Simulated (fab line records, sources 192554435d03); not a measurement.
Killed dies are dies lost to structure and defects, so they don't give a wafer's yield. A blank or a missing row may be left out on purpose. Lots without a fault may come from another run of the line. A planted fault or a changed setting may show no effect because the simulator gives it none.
A struck lot beside a sound one | flow n5_finfet | 38 steps out of a route of 1938
Sound: wafers L642.1, L642.2, L642.5. Struck: wafers L657.2, L657.3, L657.4. The cause comes at the end.
At each step with rows: each side's tool, then ch and its chambers, then its first start. Under that, the readings that differ: sound wafers | struck wafers | difference of the means | sigmas: that difference in standard deviations of wafers without a fault.
alike: readings whose means differ by less than 2 such deviations, and words and numbers that are the same on both sides. not compared: withheld readings, readings that some wafer has no value for, bounds like >300 that may hide the same value, and numbers for which the record gives no deviation and whose values overlap.
The two part at a step that has a row with sigmas, a row that says differs or no value, or rows on one side only. Numbers that don't overlap but have no deviation are shown without sigmas and don't part them. A reading that every wafer of one side lacks parts them only if that side has two wafers or more.

first, 12 steps without rows for these wafers: N5_STI_FIN_REVEAL_PRECLEAN_25 (cleans in SPM, time 90 s); N5_STI_FIN_REVEAL_PRECLEAN_26 (cleans in SC1, time 45 s); N5_STI_FIN_REVEAL_PRECLEAN_29 (cleans in DHF, time 30 s); N5_STI_FIN_REVEAL_SRD_12 (time 30 s); N5_STI_FIN_REVEAL_RECESS_09 (chemistry HF/NH3, target SiO2, afs cycles 11, target depth 42.5 nm, sublimation time 60 s); N5_STI_FIN_REVEAL_STRIP_16 (strips SiNx in H3PO4, target depth 23.8 nm); N5_STI_FIN_REVEAL_PRECLEAN_17 (cleans in NF3:NH3, afs cycles 1, time 20 s, sublimation time 60 s); N5_STI_FIN_REVEAL_ETCH_34 (etches Si in H2, material Si, target depth 0.97 nm); N5_STI_FIN_REVEAL_OXIDATION_31 (chemistry O2 PLASMA REMOTE, time 20 s); N5_STI_FIN_REVEAL_PRECLEAN_32 (cleans in NF3:NH3, afs cycles 1, time 20 s, sublimation time 60 s); N5_STI_FIN_REVEAL_STRIP_35 (strips Si3N4 in H3PO4, target depth 4 nm, time 39 s); N5_STI_FIN_REVEAL_SRD_21 (time 30 s).
N5_STI_FIN_REVEAL_OXIDATION_33: chemistry O2 PLASMA REMOTE, time 20 s.
  sound on plasma_asher-02 ch 0,1, day 2 18:41; struck on plasma_asher-01 ch 0,1, day 6 14:43
  no value came back on the struck wafers for chamber_pressure_mTorr (mTorr), drypump_motor_current_A (A), heater_power_w (W), time_s (s); on the sound wafers chamber_pressure_mTorr (mTorr) reads 1000.7 1001.0 1000.5
  not compared: rf_hours_counter_h
then, 2 steps without rows for these wafers: N5_STI_FIN_REVEAL_CLEAN_19 (cleans in O3/DIW, time 120 s); N5_STI_FIN_REVEAL_SRD_23 (time 30 s).
N5_STI_FIN_REVEAL_CD_MEAS_22: target cd 6.238 nm, pitch 28 nm.
  sound on cd_sem-01, day 2 18:53; struck on cd_sem-02, day 6 14:53
  reading    | sound          | struck         | difference | sigmas
  cd_nm (nm) | 6.43 6.41 6.23 | 7.67 7.64 7.70 | +1.31      | +5
then, 20 steps without rows for these wafers: N5_STI_FIN_REVEAL_PRECLEAN_18 (cleans in SC2, time 45 s); N5_STI_FIN_REVEAL_SRD_28 (time 30 s); N5_DUMMY_GATE_PRECLEAN_00 (cleans in O3/DIW, time 60 s); N5_DUMMY_GATE_SRD_01 (time 30 s); N5_DUMMY_GATE_ALD_02 (deposits SiO2, target thk 2 nm, pulse time 1 s); N5_DUMMY_GATE_CVD_03 (deposits a-Si from SiH4, target thk 150 nm, time 8042 s); N5_DUMMY_GATE_PRECLEAN_46 (cleans in DIW, time 89.5 s); N5_DUMMY_GATE_SRD_47 (dry time 32 s); N5_DUMMY_GATE_CMP_04 (polishes a-Si); N5_DUMMY_GATE_HM_DEP_06 (deposits SiNx from DCS/NH3, target thk 80 nm, time 5141 s); N5_DUMMY_GATE_PECVD_30 (deposits SiO2 from TEOS/O2, target thk 55 nm, time 10.8 s); N5_DUMMY_GATE_COAT_34 (time 60 s, resist thk 60 nm); N5_DUMMY_GATE_COAT_35 (time 60 s, resist thk 10 nm); N5_DUMMY_GATE_COAT_28 (time 60 s, resist thk 10 nm); N5_DUMMY_GATE_COAT_09 (resist thk 30 nm); N5_DUMMY_GATE_EBR_11; N5_DUMMY_GATE_SOFTBAKE_10 (time 60 s); N5_DUMMY_GATE_EXPOSE_12 (exposes mask GATE, target cd 25 nm); N5_DUMMY_GATE_PEB_13 (peb time 60 s); N5_DUMMY_GATE_DEVELOP_14 (develop time 30 s).
-- the record jumps here: 6 days lie between the struck wafers' starts before and after (it left off in module DUMMY_GATE and takes up again in module BEOL_M4, whose first step shown is number 1111 of the route) --
N5_BEOL_M4_RC_MEAS_101:
  sound on prober-02 ch 0, day 8 15:35; struck on prober-01 ch 0, day 12 14:59
  reading             | sound                      | struck                    | difference | sigmas
  DIBL_N (mV/V)       | 31.6 35.5 34.3             | 44.6 41.5 44.8            | +9.8       | +5
  DIBL_P (mV/V)       | 28.4 33.2 31.4             | 47.2 44.8 44.8            | +14.6      | +6
  IOFF_N (nA/um)      | 0.09 0.14 0.13             | 0.48 0.34 0.54            | +0.33      | +9
  IOFF_N_85C (nA/um)  | 2.0 2.8 2.7                | 7.8 5.8 8.4               | +4.8       | +8
  IOFF_N_LIN (nA/um)  | 0.048 0.068 0.066          | 0.206 0.165 0.174         | +0.121     | +9
  IOFF_N_LONG (nA/um) | 5.67e-05 5.69e-05 5.85e-05 | 7.3e-05 7.18e-05 7.24e-05 | +1.5e-05   | +6
  IOFF_P (nA/um)      | 0.16 0.21 0.18             | 0.50 0.42 0.40            | +0.26      | +7
  IOFF_P_85C (nA/um)  | 2.9 3.7 3.3                | 7.7 6.6 6.4               | +3.6       | +7
  IOFF_P_LIN (nA/um)  | 0.088 0.104 0.095          | 0.235 0.207 0.201         | +0.119     | +8
  ION_N (uA/um)       | 664 680 680                | 735 721 713               | +48        | +3
  ION_P (uA/um)       | 473 470 463                | 499 487 478               | +19        | +2
  REXT_N (ohm.um)     | 75.4 77.0 76.5             | 69.7 71.2 69.8            | -6.1       | -4
  REXT_P (ohm.um)     | 105.1 107.5 108.8          | 88.8 90.7 89.7            | -17.4      | -6
  SS_N (mV/dec)       | 70.1 71.0 70.9             | 73.5 72.4 75.2            | +3.0       | +4
  SS_P (mV/dec)       | 72.4 72.9 72.7             | 75.8 75.6 74.6            | +2.7       | +3
  VT_N (mV)           | 255 250 248                | 233 235 235               | -17        | -5
  VT_N_LONG (mV)      | 276.6 277.4 273.6          | 262.6 266.4 267.1         | -10.5      | -6
  VT_N_LVT (mV)       | 104 100 99                 | 84 87 88                  | -15        | -4
  VT_P (mV)           | -252 -249 -249             | -237 -241 -242            | +10        | +3
  VT_P_LVT (mV)       | -100 -98 -100              | -89 -91 -91               | +9         | +3
-- the record jumps here: 4 days lie between the struck wafers' starts before and after (it left off in module BEOL_M4 and takes up again in module PASSIVATION, whose first step shown is number 1936 of the route) --
N5_PASSIVATION_PROBE_49:
  sound on prober-02, day 13 12:55; struck on prober-01, day 16 19:58
  reading                | sound          | struck           | difference | sigmas
  sort_bin_4_leakage (%) | 0 0 0          | 47.29 3.81 63.14 | +38.08     | +99 or more
  sort_n_pass            | 1083 1040 1080 | 538 1017 333     | -438       | -21
  sort_yield_pct (%)     | 91.8 88.1 91.5 | 45.6 86.2 28.2   | -37.1      | -21
  alike: defect_limited_yield, killed_at_M0_to_M3, killed_at_M4_up, killed_at_contacts, killed_at_front_end, killed_at_other, killed_dies, killed_open, killed_short, sort_bin_5_function, sort_bin_6_memory

WHERE THEY PART
First at N5_STI_FIN_REVEAL_OXIDATION_33; last, within this record, at N5_PASSIVATION_PROBE_49.

WHY: what the simulator had put in
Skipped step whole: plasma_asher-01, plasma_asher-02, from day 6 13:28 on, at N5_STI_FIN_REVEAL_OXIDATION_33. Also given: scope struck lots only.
